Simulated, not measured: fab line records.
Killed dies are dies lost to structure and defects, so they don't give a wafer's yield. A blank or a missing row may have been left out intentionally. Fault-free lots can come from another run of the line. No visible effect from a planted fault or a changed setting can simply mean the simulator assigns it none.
Which tool is to blame? || flow nand harc || 12 lots, 36 wafers sampled, at 1 step of a route of 1159

== WHAT THE GAUGES SHOWED, per wafer ==
NHARC_P_BONDPAD_CD_MEAS_13.
{"lot": "L075", "measured": "day 6 18:13", "on": "cd sem-02", "cd nm (nm)": "498.1 498.8 500.3"}
{"lot": "L077", "measured": "day 6 19:58", "on": "cd sem-03", "cd nm (nm)": "502.8 499.2 502.9"}
{"lot": "L079", "measured": "day 7 06:35", "on": "cd sem-03", "cd nm (nm)": "502.7 497.0 496.5"}
{"lot": "L081", "measured": "day 8 01:05", "on": "cd sem-01", "cd nm (nm)": "498.3 497.5 499.2"}
{"lot": "L083", "measured": "day 9 02:45", "on": "cd sem-03", "cd nm (nm)": "497.0 498.6 495.2"}
{"lot": "L084", "measured": "day 9 16:14", "on": "cd sem-02", "cd nm (nm)": "499.0 501.1 497.1"}
{"lot": "L086", "measured": "day 9 18:28", "on": "cd sem-02", "cd nm (nm)": "501.1 498.4 500.3"}
{"lot": "L089", "measured": "day 10 08:43", "on": "cd sem-01", "cd nm (nm)": "495.8 497.8 501.4"}
{"lot": "L091", "measured": "day 10 14:55", "on": "cd sem-01", "cd nm (nm)": "499.3 502.0 500.6"}
{"lot": "L092", "measured": "day 10 19:52", "on": "cd sem-01", "cd nm (nm)": "500.7 501.1 502.1"}
{"lot": "L094", "measured": "day 11 18:50", "on": "cd sem-03", "cd nm (nm)": "500.6 497.5 497.0"}
{"lot": "L096", "measured": "day 11 21:31", "on": "cd sem-03", "cd nm (nm)": "499.0 500.1 501.8"}

== TOOL THAT RAN EACH LOT (tool first, then ch and the chambers of the sampled wafers, then the start) ==
Before these readings, the record contains no process step.

== THE ANSWER, worked out from the rows above alone ==
Rule: the usual values come from the lots themselves. Put in order of their means at a reading, lots are off if they are a third of the lots or fewer, leave a main group of 4 or more, and stand apart from it by a gap of 3 or more times the standard deviation of the main group's means; of several such gaps the widest counts. If all means in a main group match to the digits the tables above print for the reading, that group is not used. A lot without any number at a reading at which 4 lots or more have one is off too. Any other lot the step has rows for is counted as sound.
Nothing can be told from this: no lot is off at any reading shown.

== WHAT WAS PUT IN BY THE SIMULATOR ==
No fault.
